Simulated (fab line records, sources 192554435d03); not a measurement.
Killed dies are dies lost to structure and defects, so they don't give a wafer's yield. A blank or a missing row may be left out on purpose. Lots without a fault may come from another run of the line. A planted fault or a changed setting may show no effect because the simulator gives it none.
Chamber matching | flow n5_finfet | N5_HKMG_FIN_CMP_23 on cmp-01: 4 sister chambers
The step polishes, stops on SiNx, t overpolish 10 s, target thk 46.326 nm. 8 wafers are shown with their chamber, then 7 later ones without.

WAFERS WITH THEIR CHAMBER
wafer  | chamber | time_to_endpoint_s (s) | motor_current_A (A)
L075.6 | 3       | 9                      | 12.7
L076.2 | 2       | 13                     | 11.2
L076.3 | 0       | 11                     | 12.7
L086.1 | 1       | 10                     | 11.5
L086.3 | 3       | 11                     | 11.6
L086.5 | 1       | 11                     | 11.7
L088.1 | 2       | 13                     | 11.7
L088.3 | 0       | 11                     | 11.8

WAFERS WITHOUT THEIR CHAMBER
wafer  | time_to_endpoint_s (s) | motor_current_A (A)
L088.4 | 13                     | 11.2
L089.1 | 11                     | 12.3
L089.4 | 12                     | 11.9
L089.5 | 11                     | 12.3
L091.2 | 7                      | 12.1
L091.3 | 10                     | 11.2
L091.6 | 9                      | 12.2

WHICH CHAMBER EACH WENT THROUGH
wafer  | from the rows above               | in truth
L088.4 | 2                                 | 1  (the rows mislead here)
L089.1 | can't be placed: 0 or 3 or 1      | 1
L089.4 | can't be placed: 0 or 2 or 1 or 3 | 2
L089.5 | can't be placed: 0 or 3 or 1      | 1
L091.2 | can't be placed: 3 or 1 or 0      | 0
L091.3 | can't be placed: 1 or 3 or 0      | 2
L091.6 | can't be placed: 3 or 1 or 0      | 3
Placed correctly: 0 of 7. Can't be placed from these rows: 6 (the true chamber is among the candidates in 5). Placed wrongly: 1.
How it was worked out, from the rows above alone: a wafer's distance from a chamber is the root of the sum, over the readings, of the square of ((its reading less the chamber's mean) divided by the reading's scatter). The wafer belongs to the nearest chamber; if the next one is less than 2 further off, it can't be placed. A chamber's mean is the mean of its shown wafers. The scatter: the root of (the sum of the squares of (reading less its chamber's mean) over the shown wafers, divided by (wafers less chambers)).
